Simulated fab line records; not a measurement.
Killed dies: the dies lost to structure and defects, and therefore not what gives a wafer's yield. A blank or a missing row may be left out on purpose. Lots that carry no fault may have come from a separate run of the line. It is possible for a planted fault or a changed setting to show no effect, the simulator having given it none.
The tool behind it: which one? -- flow n5_finfet -- 18 lots, 54 wafers sampled, at 6 steps of a route of 1938

WHAT THE GAUGES READ, wafer by wafer
Not one reading of a measure or inspect step in the record can be checked against a usual standard deviation.

TOOL THAT RAN EACH LOT (tool first, then ch and the chambers of the sampled wafers, then the start)
lot,N5_MOL_CONTACT_COAG_CONTACT_ETCH_14,N5_MOL_CONTACT_COAG_DESCUM_88,N5_MOL_CONTACT_COAG_ETCH_90,N5_MOL_CONTACT_COAG_ALD_133,N5_MOL_CONTACT_COAG_ETCH_67,N5_BEOL_M0_SAQP_PECVD_00
L074,"rie_diel-02 ch 0,1,2, day 4 16:46","rie_diel-02 ch 0,2,3, day 5 03:01","rie_diel-02 ch 0,2,3, day 5 03:04","ald_sin-03 ch 0,2, day 5 04:56","rie_diel-01 ch 1,2, day 5 05:08","pecvd-01 ch 0,1, day 5 09:46"
L075,"rie_diel-02 ch 0,1,2, day 4 22:18","rie_diel-01 ch 0,2,3, day 5 09:11","rie_diel-01 ch 0,2,3, day 5 09:15","ald_sin-03 ch 0,1,2, day 5 10:46","rie_diel-02 ch 0,1,2, day 5 11:02","pecvd-02 ch 0,1, day 5 15:39"
L076,"rie_diel-01 ch 1,2, day 5 04:29","rie_diel-02 ch 1,2,3, day 5 16:59","rie_diel-02 ch 1,2,3, day 5 17:02","ald_sin-03 ch 0,1,2, day 5 19:19","rie_diel-01 ch 0,3, day 5 19:43","pecvd-01 ch 0,2, day 6 00:19"
L079,"rie_diel-02 ch 0,2, day 6 06:00","rie_diel-04 ch 1,2, day 6 15:23","rie_diel-04 ch 1,2, day 6 15:26","ald_sin-02 ch 1,3, day 6 18:01","rie_diel-02 ch 1,2, day 6 18:14","pecvd-03 ch 0,2, day 6 22:51"
L081,"rie_diel-04 ch 0,2,3, day 6 12:43","rie_diel-01 ch 0,1,2, day 6 23:51","rie_diel-01 ch 0,1,2, day 6 23:54","ald_sin-02 ch 0,1, day 7 01:44","rie_diel-01 ch 1,2,3, day 7 01:58","pecvd-01 ch 0,2, day 7 06:35"
L082,"rie_diel-02 ch 1,2,3, day 6 17:55","rie_diel-04 ch 0,1, day 7 03:34","rie_diel-04 ch 0,1, day 7 03:37","ald_sin-02 ch 0,3, day 7 05:31","rie_diel-02 ch 0,3, day 7 05:43","pecvd-02 ch 0,1,2, day 7 10:20"
L083,"rie_diel-02 ch 1,2, day 7 00:31","rie_diel-04 ch 0,3, day 7 08:53","rie_diel-04 ch 0,3, day 7 08:56","ald_sin-02 ch 0,1,3, day 7 10:40","rie_diel-01 ch 0,1,3, day 7 10:53","pecvd-01 ch 0,1,2, day 7 15:29"
L084,"rie_diel-01 ch 1,2, day 7 09:47","rie_diel-04 ch 0,1,3, day 7 19:11","rie_diel-04 ch 0,1,3, day 7 19:14","ald_sin-03 ch 0,2,3, day 7 20:59","rie_diel-02 ch 1,2,3, day 7 21:12","pecvd-03 ch 0,1, day 8 01:51"
L086,"rie_diel-02 ch 0,2,3, day 7 17:08","rie_diel-02 ch 0,1,3, day 8 04:59","rie_diel-02 ch 0,1,3, day 8 05:03","ald_sin-04 ch 0,1,3, day 8 06:52","rie_diel-01 ch 0,2,3, day 8 07:05","pecvd-01 ch 0,1,2, day 8 11:43"
L087,"rie_diel-01 ch 0,3, day 7 22:16","rie_diel-02 ch 0,1,2, day 8 12:23","rie_diel-02 ch 0,1,2, day 8 12:26","ald_sin-03 ch 0,1,2, day 8 14:14","rie_diel-02 ch 0,1,2, day 8 14:27","pecvd-01 ch 0,1,2, day 8 19:23"
L088,"rie_diel-01 ch 0,2, day 8 06:03","rie_diel-04 ch 1,2, day 8 16:10","rie_diel-04 ch 1,2, day 8 16:13","ald_sin-02 ch 1,2,3, day 8 17:40","rie_diel-02 ch 0,2, day 8 17:53","pecvd-02 ch 0,1,2, day 8 22:29"
L089,"rie_diel-02 ch 0,2, day 8 13:12","rie_diel-01 ch 1,2, day 8 21:43","rie_diel-01 ch 1,2, day 8 21:46","ald_sin-03 ch 0,2, day 8 23:05","rie_diel-01 ch 0,1, day 8 23:19","pecvd-03 ch 0,2, day 9 03:56"
L090,"rie_diel-02 ch 0,1, day 8 15:49","rie_diel-04 ch 0,1,3, day 9 01:46","rie_diel-04 ch 0,1,3, day 9 01:50","ald_sin-02 ch 0,1,3, day 9 03:19","rie_diel-02 ch 0,2,3, day 9 03:32","pecvd-02 ch 1,2, day 9 08:08"
L093,"rie_diel-01 ch 1,2, day 9 10:05","rie_diel-04 ch 0,1,2, day 9 21:12","rie_diel-04 ch 0,1,2, day 9 21:15","ald_sin-02 ch 0,1,2, day 9 22:46","rie_diel-01 ch 1,2,3, day 9 22:59","pecvd-02 ch 0,2, day 10 03:47"
L092,"rie_diel-01 ch 1,3, day 9 15:32","rie_diel-02 ch 0,3, day 10 05:25","rie_diel-02 ch 0,3, day 10 05:28","ald_sin-04 ch 0,1,2, day 10 07:17","rie_diel-01 ch 0,1,3, day 10 07:29","pecvd-03 ch 0,1, day 10 15:00"
L094,"rie_diel-04 ch 0,1, day 9 16:35","rie_diel-02 ch 0,1,3, day 10 05:18","rie_diel-02 ch 0,1,3, day 10 05:22","ald_sin-03 ch 0,2, day 10 07:10","rie_diel-02 ch 0,1,3, day 10 07:23","pecvd-01 ch 0,1, day 10 12:00"
L095,"rie_diel-04 ch 0,2,3, day 10 00:18","rie_diel-02 ch 0,1, day 10 09:11","rie_diel-02 ch 0,1, day 10 09:14","ald_sin-04 ch 0,3, day 10 10:50","rie_diel-02 ch 1,2,3, day 10 11:02","pecvd-03 ch 0,1, day 10 18:01"
L096,"rie_diel-01 ch 0,3, day 10 06:26","rie_diel-01 ch 0,3, day 10 15:54","rie_diel-01 ch 0,3, day 10 15:57","ald_sin-03 ch 2,3, day 10 17:18","rie_diel-02 ch 1,3, day 10 17:45","pecvd-02 ch 1,2, day 10 22:22"
- N5_MOL_CONTACT_COAG_CONTACT_ETCH_14: etches SiO2 in C4F6/O2, target depth 27.5 nm, overetch 8.5 nm, time 20 s.
- N5_MOL_CONTACT_COAG_DESCUM_88: chemistry O2, time 7 s.
- N5_MOL_CONTACT_COAG_ETCH_90: etches SiARC in CF4, target depth 13 nm, time 21.7 s.
- N5_MOL_CONTACT_COAG_ALD_133: deposits SiO2, target thk 5 nm, pulse time 1 s, co reactant pulse time 1 s.
- N5_MOL_CONTACT_COAG_ETCH_67: etches SOC in N2/H2, target depth 60 nm, overetch 21 nm, time 101.2 s.
- N5_BEOL_M0_SAQP_PECVD_00: deposits SiCN from 3MS/NH3, target thk 8 nm, time 14 s.

AS READ BY THE TOOLS THEMSELVES (means over the sampled wafers that have a number; for cases with no such wafer, the mark the record gives instead)
N5_MOL_CONTACT_COAG_CONTACT_ETCH_14. Usual: bias_w 185.0 W, standard deviation 0.62; drypump_motor_current_A 5.7 A, standard deviation 0.45; oes_product_au 0.69 a.u., standard deviation 0.055; rf_fwd_power_W 364.5 W, standard deviation 1.9; rf_vpp_V 692 V, standard deviation 3.1; showerhead_plenum_p_Torr 2.86 Torr, standard deviation 0.087; throttle_valve_pct 21.26 %, standard deviation 0.14.
lot,tool,bias_w (W),drypump_motor_current_A (A),oes_product_au (a.u.),rf_fwd_power_W (W),rf_vpp_V (V),showerhead_plenum_p_Torr (Torr),throttle_valve_pct (%),flag
L074,rie_diel-02,185.7,5.7,0.70,365.8,691,2.84,21.39,
L075,rie_diel-02,185.8,5.7,0.70,365.7,691,2.84,21.37,
L076,rie_diel-01,184.4,5.4,0.65,361.3,692,2.85,21.28,
L079,rie_diel-02,185.6,5.5,0.72,365.9,691,2.85,21.44,
L081,rie_diel-04,184.8,5.4,0.76,363.5,693,2.91,21.20,
L082,rie_diel-02,183.9,5.9,0.70,365.3,693,2.88,21.26,
L083,rie_diel-02,184.9,6.0,0.69,365.9,690,2.80,21.39,
L084,rie_diel-01,184.8,5.2,0.61,362.5,690,2.78,21.40,
L086,rie_diel-02,185.2,5.6,0.67,364.6,692,2.91,21.28,
L087,rie_diel-01,184.9,6.2,0.70,366.9,690,2.81,21.25,
L088,rie_diel-01,185.0,5.8,0.67,363.6,691,2.86,21.26,
L089,rie_diel-02,185.3,5.4,0.65,365.1,690,2.85,21.45,
L090,rie_diel-02,185.3,5.9,0.63,364.4,690,2.80,21.40,
L093,rie_diel-01,185.5,5.4,0.69,361.4,695,2.95,21.23,
L092,rie_diel-01,185.1,5.4,0.73,363.5,696,2.97,21.20,
L094,rie_diel-04,184.3,5.6,0.67,364.1,689,2.78,21.29,
L095,rie_diel-04,185.7,5.4,0.72,365.2,693,2.90,21.24,
L096,rie_diel-01,185.2,6.2,0.68,366.8,690,2.80,21.29,

N5_MOL_CONTACT_COAG_DESCUM_88. Usual: drypump_motor_current_A 5.7 A, standard deviation 0.47; oes_product_au 0.81 a.u., standard deviation 0.07; rf_fwd_power_W 49.48 W, standard deviation 0.18; rf_vpp_V 242.8 V, standard deviation 1.2; showerhead_plenum_p_Torr 2.07 Torr, standard deviation 0.069; throttle_valve_pct 20.33 %, standard deviation 0.13.
lot,tool,drypump_motor_current_A (A),oes_product_au (a.u.),rf_fwd_power_W (W),rf_vpp_V (V),showerhead_plenum_p_Torr (Torr),throttle_valve_pct (%),flag
L074,rie_diel-02,5.6,0.82,49.46,243.3,2.10,20.26,
L075,rie_diel-01,6.0,0.84,49.53,242.2,2.06,20.33,
L076,rie_diel-02,5.9,0.83,49.53,242.9,2.08,20.27,
L079,rie_diel-04,4.9,0.86,49.54,243.5,2.09,20.23,
L081,rie_diel-01,5.6,0.78,49.45,242.2,2.04,20.49,
L082,rie_diel-04,5.6,0.81,49.32,242.3,2.02,20.36,
L083,rie_diel-04,5.9,0.88,49.28,242.8,2.06,20.24,
L084,rie_diel-04,5.7,0.84,49.33,242.6,2.06,20.34,
L086,rie_diel-02,5.7,0.75,49.53,242.7,2.08,20.30,
L087,rie_diel-02,5.7,0.78,49.52,242.9,2.02,20.39,
L088,rie_diel-04,4.9,0.84,49.60,242.6,2.08,20.26,
L089,rie_diel-01,5.2,0.89,49.11,244.7,2.20,20.46,
L090,rie_diel-04,5.6,0.82,49.47,241.8,2.05,20.36,
L093,rie_diel-04,5.4,0.82,49.50,242.8,2.05,20.29,
L092,rie_diel-02,5.7,0.73,49.43,244.8,2.15,20.25,
L094,rie_diel-02,5.7,0.73,49.71,242.6,2.08,20.33,
L095,rie_diel-02,5.5,0.71,49.50,243.0,2.04,20.43,
L096,rie_diel-01,6.2,0.78,49.72,243.0,2.02,20.41,

N5_MOL_CONTACT_COAG_ETCH_90. Usual: bias_w 35.99 W, standard deviation 0.11; drypump_motor_current_A 5.7 A, standard deviation 0.47; etch_rf_on_time_s 21.7 s, standard deviation 0.36; oes_product_au 0.69 a.u., standard deviation 0.06; rf_fwd_power_W 531.9 W, standard deviation 1.7; rf_vpp_V 183.8 V, standard deviation 1.1; showerhead_plenum_p_Torr 2.13 Torr, standard deviation 0.06; throttle_valve_pct 15.56 %, standard deviation 0.15.
lot,tool,bias_w (W),drypump_motor_current_A (A),etch_rf_on_time_s (s),oes_product_au (a.u.),rf_fwd_power_W (W),rf_vpp_V (V),showerhead_plenum_p_Torr (Torr),throttle_valve_pct (%),flag
L074,rie_diel-02,35.99,5.6,21.5,0.71,531.1,184.1,2.17,15.52,
L075,rie_diel-01,36.04,6.0,21.6,0.71,533.0,183.2,2.12,15.51,
L076,rie_diel-02,36.00,5.9,21.6,0.71,531.8,183.1,2.14,15.52,
L079,rie_diel-04,35.94,4.9,21.7,0.74,532.4,183.5,2.14,15.38,
L081,rie_diel-01,36.08,5.6,21.2,0.66,532.6,183.4,2.09,15.67,
L082,rie_diel-04,35.88,5.6,21.7,0.69,530.6,184.5,2.08,15.57,
L083,rie_diel-04,35.98,5.9,21.7,0.75,531.6,184.2,2.14,15.54,
L084,rie_diel-04,35.96,5.7,21.6,0.71,532.4,184.3,2.12,15.56,
L086,rie_diel-02,35.87,5.7,22.0,0.63,532.2,185.5,2.14,15.60,
L087,rie_diel-02,35.97,5.7,21.8,0.67,532.4,183.8,2.10,15.73,
L088,rie_diel-04,35.95,4.9,21.7,0.72,531.1,184.4,2.13,15.42,
L089,rie_diel-01,35.90,5.2,21.6,0.76,530.5,185.2,2.23,15.45,
L090,rie_diel-04,35.94,5.7,21.9,0.70,531.3,184.4,2.12,15.59,
L093,rie_diel-04,35.92,5.4,21.9,0.70,532.6,183.2,2.11,15.52,
L092,rie_diel-02,36.05,5.7,21.8,0.62,531.3,184.2,2.20,15.50,
L094,rie_diel-02,35.93,5.7,21.9,0.62,533.1,184.1,2.14,15.63,
L095,rie_diel-02,35.95,5.5,22.3,0.60,534.2,184.3,2.11,15.80,
L096,rie_diel-01,35.92,6.2,22.1,0.65,532.8,183.6,2.07,15.61,

N5_MOL_CONTACT_COAG_ALD_133. Usual: heater_power_outer_w 41 W, standard deviation 4.3; heater_power_w 79 W, standard deviation 7.4; precursor_pulse_height_rel 0.998, standard deviation 0.018.
lot,tool,heater_power_outer_w (W),heater_power_w (W),precursor_pulse_height_rel,flag
L074,ald_sin-03,39,77,0.995,
L075,ald_sin-03,40,79,0.990,
L076,ald_sin-03,40,79,0.999,
L079,ald_sin-02,45,84,0.991,
L081,ald_sin-02,42,78,1.009,
L082,ald_sin-02,39,75,0.999,
L083,ald_sin-02,43,79,1.006,
L084,ald_sin-03,43,82,1.016,
L086,ald_sin-04,40,80,0.985,
L087,ald_sin-03,40,78,0.999,
L088,ald_sin-02,41,76,0.998,
L089,ald_sin-03,40,76,0.993,
L090,ald_sin-02,42,79,1.019,
L093,ald_sin-02,41,76,0.985,
L092,ald_sin-04,38,75,1.003,
L094,ald_sin-03,40,77,1.004,
L095,ald_sin-04,39,80,0.990,
L096,ald_sin-03,46,86,1.009,

N5_MOL_CONTACT_COAG_ETCH_67. Usual: bias_w 150.0 W, standard deviation 0.44; drypump_motor_current_A 5.8 A, standard deviation 0.41; n2_flow_sccm 200.0 sccm, standard deviation 0.59; oes_product_au 0.66 a.u., standard deviation 0.054; rf_fwd_power_W 835.4 W, standard deviation 2.8; rf_vpp_V 523.3 V, standard deviation 2.5; showerhead_plenum_p_Torr 2.52 Torr, standard deviation 0.086; throttle_valve_pct 17.81 %, standard deviation 0.21.
lot,tool,bias_w (W),drypump_motor_current_A (A),n2_flow_sccm (sccm),oes_product_au (a.u.),rf_fwd_power_W (W),rf_vpp_V (V),showerhead_plenum_p_Torr (Torr),throttle_valve_pct (%),flag
L074,rie_diel-01,149.9,5.2,200.6,0.61,833.8,521.2,2.45,17.95,
L075,rie_diel-02,150.1,5.7,200.0,0.68,836.2,522.0,2.50,17.92,
L076,rie_diel-01,150.2,6.2,200.2,0.71,837.8,521.7,2.47,17.63,
L079,rie_diel-02,150.0,6.0,200.0,0.68,835.2,521.4,2.45,17.88,
L081,rie_diel-01,149.8,5.6,200.2,0.63,835.2,521.4,2.47,17.87,
L082,rie_diel-02,149.7,5.7,200.8,0.63,840.0,526.0,2.62,17.66,
L083,rie_diel-01,150.0,5.8,199.9,0.65,835.0,520.8,2.44,17.78,
L084,rie_diel-02,149.9,5.9,200.7,0.67,834.8,523.2,2.53,17.81,
L086,rie_diel-01,149.7,6.0,199.6,0.67,834.8,522.7,2.49,17.77,
L087,rie_diel-02,150.3,5.7,200.1,0.65,837.6,522.8,2.48,17.96,
L088,rie_diel-02,150.1,5.4,199.3,0.64,836.3,523.5,2.51,18.04,
L089,rie_diel-01,150.3,5.5,200.8,0.76,834.6,527.4,2.62,17.64,
L090,rie_diel-02,150.2,5.6,200.2,0.65,832.4,524.8,2.56,17.90,
L093,rie_diel-01,150.2,5.6,199.9,0.68,832.0,525.3,2.57,17.78,
L092,rie_diel-01,149.8,5.8,200.0,0.69,834.1,523.9,2.53,17.70,
L094,rie_diel-02,150.2,5.7,199.6,0.61,838.4,524.3,2.53,17.78,
L095,rie_diel-02,150.0,5.9,200.3,0.65,836.2,523.4,2.52,17.84,
L096,rie_diel-02,149.6,6.0,200.1,0.63,836.6,525.7,2.57,17.63,

N5_BEOL_M0_SAQP_PECVD_00. Usual: rf_fwd_power_W 198.9 W, standard deviation 1.2; showerhead_plenum_p_Torr 3.665 Torr, standard deviation 0.015; showerhead_vpp_V 887 V, standard deviation 41; throttle_valve_pct 8.9 %, standard deviation 0.51.
lot,tool,rf_fwd_power_W (W),showerhead_plenum_p_Torr (Torr),showerhead_vpp_V (V),throttle_valve_pct (%),flag
L074,pecvd-01,199.6,3.668,860,9.2,
L075,pecvd-02,199.2,3.654,928,9.2,
L076,pecvd-01,198.0,3.670,866,8.6,
L079,pecvd-03,199.1,3.677,924,9.3,
L081,pecvd-01,198.1,3.672,877,8.6,
L082,pecvd-02,198.8,3.661,892,8.8,
L083,pecvd-01,198.4,3.669,862,9.0,
L084,pecvd-03,199.1,3.655,928,8.8,
L086,pecvd-01,198.4,3.668,868,8.8,
L087,pecvd-01,198.9,3.670,858,9.1,
L088,pecvd-02,199.7,3.659,881,8.9,
L089,pecvd-03,198.3,3.678,916,9.2,
L090,pecvd-02,198.9,3.654,868,8.7,
L093,pecvd-02,199.9,3.673,909,8.9,
L092,pecvd-03,198.3,3.664,934,8.7,
L094,pecvd-01,199.0,3.677,850,9.1,
L095,pecvd-03,198.8,3.667,936,8.8,
L096,pecvd-02,199.5,3.665,860,8.5,

THE ANSWER, worked out from the rows above alone
Rule: a lot counts as off when the mean over its wafers that have a number is more than 3 standard deviations away from the usual mean. A lot without any number at a reading at which 4 lots or more have one is off too. Any other lot the step has rows for is counted as sound. Order of review: gauges by route order, followed by the tools' own readings, for which a lot's mean as printed above is used. The first step at which some lot is off is used, and at that step the reading that is off furthest; a lot without a number counts as furthest.
No lot is off on any of the readings shown, so nothing can be concluded from this.

WHAT WAS PUT IN BY THE SIMULATOR
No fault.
